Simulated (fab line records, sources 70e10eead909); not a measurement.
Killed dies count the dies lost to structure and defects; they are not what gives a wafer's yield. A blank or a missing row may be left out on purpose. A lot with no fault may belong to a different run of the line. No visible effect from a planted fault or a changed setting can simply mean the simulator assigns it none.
fab line records	flow nand_harc	part 1 of 2: steps 1 to 27 of 36
[record] lots = 5	wafers = 15	last_day = 33
route steps=1302 shown A_STAIRCASE@888 A_SGD_CUT@890 A_SLIT@922
lots with no fault: from the same line, run without faults
start_h: hours from the record's opening day to when the first of the lot's shown wafers began	wait_h: how many hours have passed since the lot's step before this one	" as in the row above	L1.1+2: one row covering several wafers at once	- no value present, or no start provided	* or withheld: withheld	< > ~ a bound
route shown NAME@n: NAME is a module with steps in the file, n the number in the route of the first one	usual: the fault-free wafers' mean and standard deviation	same: alike in all rows	chamber/n: place in a boat	sites: per-site readings	_std_site: standard deviation of those values	_edge_site: inner sites' mean taken away from outer sites' mean	radius_mm: how far each site lies from the wafer's centre	mask NAME#n: copy n	behind: tool/chamber where the wafer was last shaped	hold: why the lot was held/for how many hours/how that ended	device: the n, p or np transistor that did not switch	end of line: at the end of the route, the tests of the same wafers	a step without rows: its recipe alone	killed: at the first sort, the dies lost to defects and structure; wafer yield is something else	map: shows each die of a wafer: x if killed, . if not, _ if none is there
set.NAME: the setting the step ran with; set.NAME@STEP: the setting that earlier step ran with	model.NAME: the simulator's own value behind a step, which no gauge read
lots seen at some steps along the route; tables by step, rows by wafer
services: from which hour (start_h, from the record's first day; less than 0 if before it) a tool's chamber was out of use, for how many hours, and why
[[steps]]
[step NHARC_A_STAIRCASE_SRD_474]
lot.wafer	tool	chamber	start_h	wait_h
L075.1+4+5	wet_bench-04	2,5,6	444.70	0.0
L086.4+1+6	wet_bench-04	7,0,2	551.12	0.0
L094.5+4+1	wet_bench-06	3,5,7	631.51	0.0
L092.5+6+1	wet_bench-03	2,3,4	631.60	0.0
L097.3+4+6	wet_bench-06	1,2,3	663.54	0.0
[step NHARC_A_STAIRCASE_INSPECT_155]
[usual] raw_defect_count = 438/140
lot.wafer	tool	chamber	start_h	wait_h	raw_defect_count
L075.1	defect_inspect-01	-	444.79	0.1	624
L075.4	"	-	"	"	607
L075.5	"	-	"	"	444
L086.1	defect_inspect-02	-	551.20	0.1	654
L086.4	"	-	"	"	353
L086.6	"	-	"	"	392
L094.1	defect_inspect-02	-	631.59	0.1	442
L094.4	"	-	"	"	306
L094.5	"	-	"	"	337
L092.1	defect_inspect-02	-	631.68	0.1	330
L092.5	"	-	"	"	384
L092.6	"	-	"	"	589
L097.3	defect_inspect-02	-	663.62	0.1	430
L097.4	"	-	"	"	361
L097.6	"	-	"	"	338
[step NHARC_A_SGD_CUT_DEP_00]
[recipe] target_thk_a = 500	temp_c = 400	target_thk_nm = 50	flow_sccm = 200	rf_w = 450	material = SiNx
[usual] heater_power_w = 677/110
lot.wafer	tool	chamber	start_h	wait_h	heater_power_w	since_wet_clean_h
L075.1	pecvd-02	1	444.89	0.1	725	24
L075.5	"	0	"	"	457	-
L075.4	"	2	"	"	874	-
L086.1	pecvd-04	2	551.26	0.1	683	88
L086.4	"	0	"	"	584	-
L086.6	"	1	"	"	638	-
L094.1	pecvd-02	0	631.68	0.1	474	30
L094.5	"	2	"	"	798	-
L094.4	"	0	"	"	484	-
L092.1	pecvd-03	1	631.75	0.1	593	71
L092.6	"	1	"	"	579	-
L092.5	"	2	"	"	721	-
L097.3	pecvd-03	2	663.69	0.1	763	103
L097.6	"	2	"	"	770	-
L097.4	"	0	"	"	762	-
[step NHARC_A_SGD_CUT_DEHYDRATE_01]
[recipe] temp_c = 150	time_s = 120
lot.wafer	tool	chamber	start_h	wait_h
L075.1+4+5	litho_track-04	0	445.13	0.2
L086.1+4+6	litho_track-04	0	551.53	0.2
L094.1+4+5	litho_track-04	0	631.93	0.2
L092.1+5+6	litho_track-06	0	632.02	0.2
L097.3+4+6	litho_track-06	0	663.96	0.2
[step NHARC_A_SGD_CUT_HMDS_02]
[recipe] time_s = 30
lot.wafer	tool	chamber	start_h	wait_h
L075.1+4+5	litho_track-04	0	-	-
L086.1+4+6	litho_track-04	0	-	-
L094.1+4+5	litho_track-04	0	-	-
L092.1+5+6	litho_track-06	0	-	-
L097.3+4+6	litho_track-06	0	-	-
[step NHARC_A_SGD_CUT_COAT_56]
[recipe] temp_c = 260	time_s = 75
lot.wafer	tool	chamber	start_h	wait_h
L075.1+4+5	litho_track-04	0	-	-
L086.1+4+6	litho_track-04	0	-	-
L094.1+4+5	litho_track-04	0	-	-
L092.1+5+6	litho_track-06	0	-	-
L097.3+4+6	litho_track-06	0	-	-
[step NHARC_A_SGD_CUT_COAT_57]
[recipe] temp_c = 225	time_s = 65
lot.wafer	tool	chamber	start_h	wait_h
L075.1+4+5	litho_track-04	0	-	-
L086.1+4+6	litho_track-04	0	-	-
L094.1+4+5	litho_track-04	0	-	-
L092.1+5+6	litho_track-06	0	-	-
L097.3+4+6	litho_track-06	0	-	-
[step NHARC_A_SGD_CUT_COAT_03]
[recipe] spin_rpm = 1500	resist_thk_nm = 90
lot.wafer	tool	chamber	start_h	wait_h
L075.1+4+5	litho_track-04	0	-	-
L086.1+4+6	litho_track-04	0	-	-
L094.1+4+5	litho_track-04	0	-	-
L092.1+5+6	litho_track-06	0	-	-
L097.3+4+6	litho_track-06	0	-	-
[step NHARC_A_SGD_CUT_SOFTBAKE_04]
[recipe] temp_c = 105	time_s = 55
lot.wafer	tool	chamber	start_h	wait_h
L075.1+4+5	litho_track-04	0	-	-
L086.1+4+6	litho_track-04	0	-	-
L094.1+4+5	litho_track-04	0	-	-
L092.1+5+6	litho_track-06	0	-	-
L097.3+4+6	litho_track-06	0	-	-
[step NHARC_A_SGD_CUT_EBR_05]
lot.wafer	tool	chamber	start_h	wait_h
L075.1+4+5	litho_track-04	0	-	-
L086.1+4+6	litho_track-04	0	-	-
L094.1+4+5	litho_track-04	0	-	-
L092.1+5+6	litho_track-06	0	-	-
L097.3+4+6	litho_track-06	0	-	-
[step NHARC_A_SGD_CUT_EXPOSE_06]
[recipe] na = 1.35	dose_mj = 85.59	mask_id = SGD
[usual] exposure_dose_mJ_cm2 = 85.49/0.082
lot.wafer	tool	chamber	start_h	wait_h	mask	exposure_dose_mJ_cm2
L075.1	arfi_scanner-02	0	445.32	-	SGD#0	85.56
L075.4	"	0	"	"	SGD#0	85.56
L075.5	"	0	"	"	SGD#0	85.55
L086.1	arfi_scanner-03	0	551.85	-	SGD#0	85.57
L086.4	"	0	"	"	SGD#0	85.49
L086.6	"	0	"	"	SGD#0	85.38
L094.1	arfi_scanner-01	0	632.11	-	SGD#0	85.58
L094.4	"	0	"	"	SGD#0	85.53
L094.5	"	0	"	"	SGD#0	85.60
L092.1	arfi_scanner-02	0	632.33	-	SGD#0	85.56
L092.5	"	0	"	"	SGD#0	85.56
L092.6	"	0	"	"	SGD#0	85.39
L097.3	arfi_scanner-03	0	664.28	-	SGD#0	85.50
L097.4	"	0	"	"	SGD#0	85.39
L097.6	"	0	"	"	SGD#0	85.40
[step NHARC_A_SGD_CUT_PEB_07]
[recipe] peb_temp_c = 100	peb_time_s = 65
lot.wafer	tool	chamber	start_h	wait_h
L075.1+4+5	litho_track-06	0	445.38	0.1
L086.1+4+6	litho_track-04	0	551.91	0.1
L094.1+4+5	litho_track-01	0	632.17	0.1
L092.1+5+6	litho_track-04	0	632.39	0.1
L097.3+4+6	litho_track-01	0	664.33	0.0
[step NHARC_A_SGD_CUT_DEVELOP_08]
[recipe] develop_time_s = 35	dev_temp_c = 23
lot.wafer	tool	chamber	start_h	wait_h
L075.1+4+5	litho_track-06	0	-	-
L086.1+4+6	litho_track-04	0	-	-
L094.1+4+5	litho_track-01	0	-	-
L092.1+5+6	litho_track-04	0	-	-
L097.3+4+6	litho_track-01	0	-	-
[step NHARC_A_SGD_CUT_CD_MEAS_09]
[recipe] target_cd_nm = 100	landing_energy_ev = 500
[usual] cd_nm = 99.8/0.53
lot.wafer	tool	chamber	start_h	wait_h	cd_nm
L075.1	cd_sem-01	0	445.45	-	99.9
L075.4	"	0	"	"	99.1
L075.5	"	0	"	"	100.4
L086.1	cd_sem-03	0	551.99	-	99.4
L086.4	"	0	"	"	100.0
L086.6	"	0	"	"	99.7
L094.1	cd_sem-03	0	632.25	-	99.9
L094.4	"	0	"	"	100.0
L094.5	"	0	"	"	100.0
L092.1	cd_sem-03	0	632.47	-	100.1
L092.5	"	0	"	"	99.1
L092.6	"	0	"	"	99.5
L097.3	cd_sem-01	0	664.41	-	100.2
L097.4	"	0	"	"	100.4
L097.6	"	0	"	"	101.0
[step NHARC_A_SGD_CUT_OVL_MEAS_10]
[usual] overlay_x_nm = 0.1/0.78	overlay_y_nm = 0.0/0.71
lot.wafer	tool	chamber	start_h	wait_h	overlay_x_nm	overlay_y_nm
L075.1	overlay-02	-	445.54	-	1.5	0.7
L075.4	"	-	"	"	1.8	0.8
L075.5	"	-	"	"	1.4	0.8
L086.1	overlay-02	-	552.08	-	0.2	0.4
L086.4	"	-	"	"	0.9	0.1
L086.6	"	-	"	"	0.4	0.1
L094.1	overlay-02	-	632.34	-	-1.1	0.5
L094.4	"	-	"	"	-0.2	0.6
L094.5	"	-	"	"	-0.5	0.0
L092.1	overlay-01	-	632.56	-	1.0	-0.3
L092.5	"	-	"	"	0.3	0.2
L092.6	"	-	"	"	0.3	0.5
L097.3	overlay-02	-	664.50	-	-1.0	0.6
L097.4	"	-	"	"	-0.9	0.1
L097.6	"	-	"	"	-0.8	0.8
[step NHARC_A_SGD_CUT_INSPECT_11]
[usual] raw_defect_count = 52/33
lot.wafer	tool	chamber	start_h	wait_h	raw_defect_count
L075.1	defect_inspect-02	-	445.58	0.0	113
L075.4	"	-	"	"	120
L075.5	"	-	"	"	96
L086.1	defect_inspect-02	-	552.11	0.0	38
L086.4	"	-	"	"	46
L086.6	"	-	"	"	32
L094.1	defect_inspect-02	-	632.38	0.0	72
L094.4	"	-	"	"	73
L094.5	"	-	"	"	77
L092.1	defect_inspect-02	-	632.59	0.0	18
L092.5	"	-	"	"	21
L092.6	"	-	"	"	16
L097.3	defect_inspect-02	-	664.54	0.0	32
L097.4	"	-	"	"	53
L097.6	"	-	"	"	62
[step NHARC_A_SGD_CUT_DESCUM_14]
[recipe] time_s = 3	o2_flow_sccm = 200	ar_flow_sccm = 0	bias_power_w = 0	chemistry = O2
[usual] drypump_motor_current_A = 5.7/0.42	oes_product_au = 0.996/0.012	rf_vpp_V = 57.8/0.87	showerhead_plenum_p_Torr = 1.90/0.081	throttle_valve_pct = 11.310/0.0082
lot.wafer	tool	chamber	start_h	wait_h	drypump_motor_current_A	oes_product_au	rf_hours_counter_h	rf_vpp_V	showerhead_plenum_p_Torr	throttle_valve_pct
L075.4	rie_diel-07	2	445.65	0.1	6.3	1.011	14	57.0	1.91	11.312
L075.1	"	0	"	"	5.5	1.014	12	57.8	1.81	11.289
L075.5	"	2	"	"	6.3	1.000	-	57.7	1.91	11.310
L086.1	rie_diel-05	0	552.17	0.1	5.9	1.013	9	56.8	1.89	11.305
L086.6	"	0	"	"	5.9	0.996	-	57.4	1.89	11.305
L086.4	"	3	"	"	5.4	1.001	-	58.5	2.00	11.314
L094.1	rie_diel-01	1	632.45	0.1	5.6	1.007	3	57.8	1.91	11.305
L094.4	"	2	"	"	6.1	1.010	3	59.8	1.96	11.322
L094.5	"	0	"	"	5.0	1.005	-	57.9	1.97	11.311
L092.1	rie_diel-05	0	632.67	0.1	5.9	0.994	3	57.1	1.89	11.301
L092.6	"	3	"	"	5.4	0.976	-	57.5	2.00	11.315
L092.5	"	1	"	"	5.3	0.988	-	57.2	1.78	11.294
L097.4	rie_diel-07	1	664.60	0.1	6.1	0.982	0	57.8	2.02	11.313
L097.3	"	3	"	"	6.1	1.017	0	57.6	1.83	11.299
L097.6	"	1	"	"	6.1	0.986	-	58.0	2.02	11.312
[step NHARC_A_SGD_CUT_ETCH_58]
[recipe] target_depth_a = 390	over_etch_frac = 0.3	time_s = 65	ion_energy_ev = 80	cf4_flow_sccm = 150	ar_flow_sccm = 0	rf_w = 300	bias_w = 100	chemistry = CF4
[usual] drypump_motor_current_A = 5.7/0.41	oes_product_au = 0.997/0.01	rf_vpp_V = 151.2/1.2	showerhead_plenum_p_Torr = 1.76/0.069	throttle_valve_pct = 13.284/0.0084
lot.wafer	tool	chamber	start_h	wait_h	drypump_motor_current_A	oes_product_au	rf_hours_counter_h	rf_vpp_V	showerhead_plenum_p_Torr	throttle_valve_pct
L075.1	rie_diel-07	3	445.73	0.1	6.1	1.011	13	151.6	1.70	13.278
L075.4	"	1	"	"	6.0	0.997	14	151.6	1.86	13.272
L075.5	"	2	"	"	6.3	1.008	-	151.9	1.77	13.267
L086.1	rie_diel-05	3	552.28	0.1	5.5	0.991	8	150.7	1.84	13.292
L086.4	"	3	"	"	5.5	0.997	-	152.0	1.84	13.290
L086.6	"	0	"	"	5.9	0.999	-	151.5	1.75	13.282
L094.1	rie_diel-01	2	632.53	0.1	6.2	1.000	3	151.0	1.81	13.280
L094.4	"	3	"	"	5.3	0.993	4	149.9	1.65	13.283
L094.5	"	2	"	"	6.2	0.999	-	151.3	1.81	13.294
L092.1	rie_diel-05	1	632.80	0.1	5.3	0.973	3	148.4	1.66	13.298
L092.5	"	1	"	"	5.2	0.983	-	150.4	1.66	13.285
L092.6	"	3	"	"	5.4	0.996	-	153.4	1.84	13.269
L097.3	rie_diel-07	1	664.69	0.1	6.1	0.988	0	153.2	1.86	13.285
L097.4	"	2	"	"	6.3	1.006	0	151.0	1.76	13.288
L097.6	"	3	"	"	6.1	1.010	-	149.6	1.70	13.277
[step NHARC_A_SGD_CUT_ETCH_59]
[recipe] target_depth_a = 2600	over_etch_frac = 0.25	time_s = 406.25	ion_energy_ev = 200	n2_flow_sccm = 150	h2_flow_sccm = 150	ar_flow_sccm = 0	rf_w = 400	bias_w = 150	chemistry = N2/H2
[usual] drypump_motor_current_A = 5.6/0.41	oes_product_au = 0.996/0.011	rf_vpp_V = 430.0/2.6	showerhead_plenum_p_Torr = 2.02/0.089	throttle_valve_pct = 14.171/0.0097
lot.wafer	tool	chamber	start_h	wait_h	drypump_motor_current_A	oes_product_au	rf_hours_counter_h	rf_vpp_V	showerhead_plenum_p_Torr	throttle_valve_pct
L075.4	rie_diel-07	3	-	-	6.1	1.007	13	428.3	1.95	14.169
L075.1	"	0	"	"	5.5	0.996	12	427.8	1.93	14.154
L075.5	"	0	"	"	5.5	1.004	-	427.2	1.93	14.167
L086.1	rie_diel-05	3	-	-	5.4	0.998	8	432.4	2.13	14.179
L086.4	"	3	"	"	5.4	1.005	-	433.6	2.13	14.170
L086.6	"	1	"	"	5.3	1.001	-	427.0	1.90	14.168
L094.1	rie_diel-01	3	-	-	5.3	1.003	4	426.7	1.89	14.158
L094.4	"	1	"	"	5.6	1.003	4	430.2	2.04	14.177
L094.5	"	0	"	"	5.0	1.001	-	431.8	2.10	14.178
L092.1	rie_diel-05	1	-	-	5.3	0.980	3	426.0	1.90	14.184
L092.6	"	0	"	"	5.9	1.005	-	430.4	2.02	14.168
L092.5	"	3	"	"	5.4	0.994	-	434.0	2.13	14.171
L097.4	rie_diel-07	1	-	-	6.1	0.992	0	433.4	2.15	14.166
L097.3	"	2	"	"	6.3	1.002	0	430.0	2.04	14.169
L097.6	"	0	"	"	5.6	0.998	-	428.4	1.92	14.175
[step NHARC_A_SGD_CUT_ETCH_15]
[recipe] target_depth_a = 750	time_s = 64.3	ch3f_flow_sccm = 50	o2_flow_sccm = 30	ar_flow_sccm = 200	rf_w = 500	bias_w = 100	chemistry = CH3F/O2
[usual] drypump_motor_current_A = 5.7/0.43	oes_product_au = 0.958/0.018	rf_vpp_V = 263.6/1.7	showerhead_plenum_p_Torr = 2.44/0.1	throttle_valve_pct = 20.664/0.0096
lot.wafer	tool	chamber	start_h	wait_h	drypump_motor_current_A	oes_product_au	rf_hours_counter_h	rf_vpp_V	showerhead_plenum_p_Torr	throttle_valve_pct
L075.1	rie_diel-07	2	-	-	6.3	0.967	14	264.9	2.46	20.662
L075.4	"	3	"	"	6.1	0.991	13	262.9	2.36	20.670
L075.5	"	1	"	"	6.1	0.967	-	266.2	2.59	20.657
L086.1	rie_diel-05	3	-	-	5.4	0.958	8	265.7	2.56	20.661
L086.6	"	0	"	"	5.9	0.948	-	263.4	2.43	20.667
L086.4	"	1	"	"	5.2	0.951	-	259.9	2.30	20.638
L094.1	rie_diel-01	3	-	-	5.3	0.945	4	262.0	2.28	20.667
L094.4	"	1	"	"	5.6	0.972	4	264.8	2.46	20.665
L094.5	"	3	"	"	5.3	0.951	-	262.3	2.28	20.665
L092.1	rie_diel-05	0	-	-	5.9	0.943	3	264.3	2.43	20.648
L092.6	"	0	"	"	5.9	0.944	-	264.1	2.43	20.659
L092.5	"	1	"	"	5.2	0.930	-	262.4	2.30	20.651
L097.4	rie_diel-07	2	-	-	6.3	0.973	0	264.3	2.45	20.658
L097.3	"	0	"	"	5.6	0.966	1	261.9	2.33	20.669
L097.6	"	2	"	"	6.3	0.980	-	263.4	2.45	20.654
[step NHARC_A_SGD_CUT_ETCH_16]
[recipe] target_depth_a = 3105	time_s = 155.2	c4f8_flow_sccm = withheld	o2_flow_sccm = 8	ar_flow_sccm = withheld	rf_w = 600	bias_w = 800	chemistry = C4F8/O2/Ar
[usual] oes_product_au = 0.969/0.014	rf_vpp_V = 722/4.1
lot.wafer	tool	chamber	start_h	wait_h	oes_product_au	rf_hours_counter_h	rf_vpp_V
L075.1	rie_diel-07	0	-	-	0.979	12	717
L075.4	"	1	"	"	0.974	14	729
L075.5	"	3	"	"	0.989	-	720
L086.1	rie_diel-05	1	-	-	0.969	9	717
L086.6	"	3	"	"	0.969	-	726
L086.4	"	0	"	"	0.978	-	722
L094.4	rie_diel-01	3	-	-	0.974	4	714
L094.1	"	2	"	"	0.989	3	726
L094.5	"	3	"	"	0.982	-	717
L092.1	rie_diel-05	3	-	-	0.937	3	726
L092.6	"	2	"	"	0.935	-	721
L092.5	"	3	"	"	0.946	-	729
L097.4	rie_diel-07	3	-	-	0.992	1	720
L097.3	"	2	"	"	0.992	0	723
L097.6	"	0	"	"	0.961	-	717
[step NHARC_A_SGD_CUT_STRIP_60]
[recipe] c4f8_flow_sccm = withheld	o2_flow_sccm = 8	ar_flow_sccm = withheld	bias_w = 0	chemistry = C4F8/O2/Ar
lot.wafer	tool	chamber	start_h	wait_h
L075.1+4+5	rie_diel-07	0,1,3	-	-
L086.1+4+6	rie_diel-05	0,1,0	-	-
L094.1+4+5	rie_diel-01	3,0,2	-	-
L092.1+5+6	rie_diel-05	1,3,0	-	-
L097.4+3+6	rie_diel-07	0,3,0	-	-
[step NHARC_A_SGD_CUT_STRIP_17]
[recipe] o2_flow_sccm = 500	ar_flow_sccm = 0	bias_w = 0	chemistry = O2
[usual] drypump_motor_current_A = 5.7/0.42	oes_product_au = 0.997/0.012	rf_vpp_V = 57.8/0.9	showerhead_plenum_p_Torr = 3.51/0.14	throttle_valve_pct = 17.037/0.0097
lot.wafer	tool	chamber	start_h	wait_h	drypump_motor_current_A	oes_product_au	rf_hours_counter_h	rf_vpp_V	showerhead_plenum_p_Torr	throttle_valve_pct
L075.1	rie_diel-07	1	-	-	6.1	0.990	14	58.4	3.72	17.040
L075.4	"	3	"	"	6.1	1.014	13	57.1	3.39	17.037
L075.5	"	1	"	"	6.1	0.996	-	59.0	3.72	17.031
L086.1	rie_diel-05	0	-	-	5.9	1.003	10	58.3	3.49	17.040
L086.6	"	0	"	"	5.9	1.004	-	57.3	3.49	17.027
L086.4	"	3	"	"	5.4	1.008	-	56.5	3.68	17.045
L094.1	rie_diel-01	2	-	-	6.2	1.012	3	57.2	3.62	17.046
L094.4	"	3	"	"	5.3	0.996	4	56.6	3.29	17.042
L094.5	"	1	"	"	5.6	1.012	-	57.5	3.53	17.016
L092.1	rie_diel-05	2	-	-	5.0	0.969	1	58.1	3.47	17.032
L092.6	"	3	"	"	5.5	0.979	-	58.3	3.67	17.034
L092.5	"	0	"	"	5.9	0.996	-	59.1	3.49	17.032
L097.4	rie_diel-07	1	-	-	6.1	1.006	0	57.2	3.71	17.036
L097.3	"	2	"	"	6.3	1.018	1	57.2	3.52	17.036
L097.6	"	1	"	"	6.1	0.995	-	56.5	3.71	17.038
[step NHARC_A_SGD_CUT_PRECLEAN_18]
[recipe] time_s = *	temp_c = 50	bath_age_min = 0	chemistry = SC1
[usual] h2o2_flow_mL_min = 56.61/0.17	sc1_h2o2_end_mol_l = 0.3698/0.00066
lot.wafer	tool	chamber	start_h	wait_h	h2o2_flow_mL_min	sc1_h2o2_end_mol_l
L075.1	wet_bench-05	7	446.61	-	56.73	0.3682
L075.4	"	1	"	"	56.34	0.3703
L075.5	"	2	"	"	56.61	0.3717
L086.4	wet_bench-09	2	553.31	-	56.72	0.3703
L086.1	"	4	"	"	56.69	0.3698
L086.6	"	7	"	"	56.50	0.3700
L094.1	wet_bench-05	5	633.42	-	56.89	0.3693
L094.5	"	6	"	"	56.52	0.3706
L094.4	"	7	"	"	56.59	0.3707
L092.6	wet_bench-05	3	633.85	-	56.67	0.3701
L092.1	"	4	"	"	56.78	0.3693
L092.5	"	7	"	"	56.71	0.3697
L097.3	wet_bench-09	2	665.58	-	56.54	0.3702
L097.4	"	3	"	"	56.82	0.3697
L097.6	"	5	"	"	56.53	0.3697
[step NHARC_A_SGD_CUT_SRD_19]
lot.wafer	tool	chamber	start_h	wait_h
L075.1+4+5	wet_bench-05	7,1,2	-	-
L086.4+1+6	wet_bench-09	2,4,7	-	-
L094.1+5+4	wet_bench-05	5,6,7	-	-
L092.6+1+5	wet_bench-05	3,4,7	-	-
L097.3+4+6	wet_bench-09	2,3,5	-	-
[step NHARC_A_SGD_CUT_DEP_20]
[recipe] target_thk_a = 1500	temp_c = 65	material = SiO2
lot.wafer	tool	chamber	start_h	wait_h
L075.1+4+5	fcvd-02	1	446.78	-
L086.1+4+6	fcvd-02	1,1,0	554.20	-
L094.1+4+5	fcvd-01	1,0,1	633.56	-
L092.1+6+5	fcvd-01	0,1,0	634.01	-
L097.4+3+6	fcvd-01	1,0,1	665.77	-
[step NHARC_A_SGD_CUT_ANNEAL_27]
[recipe] temp_c = 450	time_s = 1800
[usual] zone_power_top_pct = 12.6/1	zone_power_upper_pct = 4.57/0.25
lot.wafer	tool	chamber	start_h	wait_h	zone_power_top_pct	zone_power_upper_pct
L075.1	furnace-08	0	450.31	3.5	15.6	5.35
L075.4	"	0	"	"	15.7	5.39
L075.5	"	0	"	"	15.8	5.29
L086.1	furnace-07	0	557.38	3.2	12.2	4.56
L086.4	"	0	"	"	12.3	4.52
L086.6	"	0	"	"	12.3	4.48
L092.1	furnace-07	0	636.86	2.8	12.3	4.52
L092.5	"	0	"	"	12.3	4.45
L092.6	"	0	"	"	11.8	4.53
L094.1	furnace-07	0	636.86	3.3	12.2	4.45
L094.4	"	0	"	"	12.0	4.41
L094.5	"	0	"	"	12.3	4.53
L097.3	furnace-07	0	668.68	2.9	12.2	4.55
L097.4	"	0	"	"	12.2	4.52
L097.6	"	0	"	"	12.2	4.46
